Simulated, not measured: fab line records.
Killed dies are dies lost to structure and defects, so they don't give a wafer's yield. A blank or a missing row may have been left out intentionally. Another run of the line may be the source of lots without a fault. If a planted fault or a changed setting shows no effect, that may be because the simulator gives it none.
Split-lot study    flow n5-finfet    route with 1938 steps; 7 lots, 21 wafers read

SPLIT DETAILS
At N5_BEOL_M6_TRENCH_ETCH_37 (etches SiCOH lowk in C4F6/O2, target depth 94.435 nm, time 31.5 s), the setting time-s was moved away from the recipe's 31.5 s on 7 of the 21 wafers read, by -22.5% to +9.2%. All remaining wafers had this setting at the recipe value.

FROM THE SPLIT TO THE READING: what the file shows between them, 11 steps
- N5_BEOL_M6_ETCH_41: etches SiCN in CH3F/O2, target depth 29.7 nm, time 52 s
- N5_BEOL_M6_STRIP_80: strips in N2/H2, time 10 s
- N5_BEOL_M6_OCD_MEAS_38
- N5_BEOL_M6_HM_STRIP_39: strips TiN in peroxide tin strip, target depth 25 nm, time 158 s
- N5_BEOL_M6_SRD_40: time 30 s
- N5_BEOL_M6_ECD_50: material Cu, target thk 300 nm
- N5_BEOL_M6_ANNEAL_51: time 90 s
- N5_BEOL_M6_CMP_52: polishes, stops on SiCOH lowk, t overpolish 6.9 s, target thk 80 nm
- N5_BEOL_M6_THK_MEAS_53: measures by xrf
- N5_BEOL_M6_PRE_CLEAN_55: time 15 s
- N5_BEOL_M6_DEP_56: deposits SiCN from 3MS/NH3, target thk 10 nm, time 17.5 s

THE READING
At N5_BEOL_M6_RS_MEAS_57, a four-point-probe measurement gives M6_RS in ohm/sq. Fault-free wafers of this fab line usually give 0.286 ohm/sq, standard deviation 0.0068 ohm/sq.

wafer   tool, chamber at the split  time-s as run, s  against the recipe  M6_RS, ohm/sq  against lot-mates on the recipe
L074.2  rie-diel-06, 2              31.5              recipe              0.295          -
L074.3  rie-diel-06, 1              24.88             -21.0%              0.413          +0.125
L074.4  rie-diel-06, 0              31.5              recipe              0.281          -
L076.3  rie-diel-01, 2              34.39             +9.2%               0.257          -0.036
L076.4  rie-diel-01, 3              31.5              recipe              0.293          -
L076.6  rie-diel-01, 3              31.5              recipe              0.293          -
L080.3  rie-diel-06, 2              24.42             -22.5%              0.433          no lot-mate on the recipe
L080.4  rie-diel-06, 0              24.42             -22.5%              0.418          no lot-mate on the recipe
L080.5  rie-diel-06, 1              24.42             -22.5%              0.424          no lot-mate on the recipe
L085.3  rie-diel-05, 3              34.22             +8.6%               0.246          -0.031
L085.4  rie-diel-05, 2              31.5              recipe              0.275          -
L085.5  rie-diel-05, 1              31.5              recipe              0.278          -
L088.4  rie-diel-06, 3              31.5              recipe              0.286          -
L088.5  rie-diel-06, 0              31.5              recipe              0.283          -
L088.6  rie-diel-06, 1              26.69             -15.3%              0.374          +0.090
L093.2  rie-diel-05, 1              31.5              recipe              0.287          -
L093.3  rie-diel-05, 0              31.5              recipe              0.300          -
L093.5  rie-diel-05, 0              31.5              recipe              0.298          -
L091.1  rie-diel-06, 1              31.5              recipe              0.279          -
L091.2  rie-diel-06, 3              31.5              recipe              0.290          -
L091.6  rie-diel-06, 3              31.5              recipe              0.282          -

FIT RESULTS
A straight line over all 21 wafers: M6_RS changes by -0.00582 ohm/sq for each +1% of time-s; r = -0.99; the points scatter about the line by 0.0091 ohm/sq.
The same after taking each lot's own level away (the mean of its wafers on the recipe; 18 wafers): -0.00544 ohm/sq for each +1%; r = -0.98; scatter 0.0069 ohm/sq.
Per that fit: largest time-s move, reading shift of 0.12 ohm/sq.
Measured against the standard deviation above, the lots' own levels, which go from 0.2765 to 0.2950 ohm/sq, span 2.7 times it.
The two slopes agree, so the slope changes little with the lot-to-lot level.
Check: +0.108 ohm/sq against its lot-mates is what the line predicts for one of the wafers moved furthest among these (-21.0%) when that wafer is left out of the fit. It came out at +0.125 ohm/sq against them.

OTHER SPLITS APPLIED TO THESE WAFERS
These wafers also went through other splits before the reading. Each is held against what the fit with the lots' levels taken away leaves over:
other split on the same wafers      wafers away from the commonest value  r with M6_RS (lot level and that fit taken away)
N5_BEOL_M5_HM_DEP_02 target-thk-a   8                                     -0.09
N5_BEOL_M5_VIA_ETCH_34 source-w     8                                     +0.14
N5_BEOL_M5_TRENCH_ETCH_37 source-w  7                                     -0.08

THE WHOLE CHAIN: every reading that the file lists as answering this split, in the file's order
step                       what it does                                                         reading                                                                           change (the file's fit)                 r (the file's)
N5_BEOL_M6_TRENCH_ETCH_37  etches SiCOH lowk in C4F6/O2, target depth 94.435 nm, time 31.5 s    BEOL_M6.feature-depth-nm (the simulator's own value, which no gauge read)         +0.976 nm for each +1% of the setting   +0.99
N5_BEOL_M6_TRENCH_ETCH_37  etches SiCOH lowk in C4F6/O2, target depth 94.435 nm, time 31.5 s    etch.depth-nm (the simulator's own value, which no gauge read)                    +0.975 nm for each +1% of the setting   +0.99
N5_BEOL_M6_TRENCH_ETCH_37  etches SiCOH lowk in C4F6/O2, target depth 94.435 nm, time 31.5 s    TiN_of_BEOL_M6_HM_DEP_02.thk-nm (the simulator's own value, which no gauge read)  -0.0281 nm for each +1% of the setting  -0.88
N5_BEOL_M6_OCD_MEAS_38                                                                          trench-depth-nm                                                                   +0.987 nm for each +1% of the setting   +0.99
N5_BEOL_M6_CMP_52          polishes, stops on SiCOH lowk, t overpolish 6.9 s, target thk 80 nm  Cu_of_BEOL_M6_ECD_50.thk-nm (the simulator's own value, which no gauge read)      +1.01 nm for each +1% of the setting    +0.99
N5_BEOL_M6_THK_MEAS_53     measures by xrf                                                      M6_THK                                                                            +1 for each +1% of the setting          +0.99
N5_BEOL_M6_RS_MEAS_57      measures by four-point-probe                                         M6_RS                                                                             -0.00549 for each +1% of the setting    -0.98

THE FILE'S OWN FIT
M6_RS changes by -0.00549 ohm/sq for each +1% of time-s, r = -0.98.
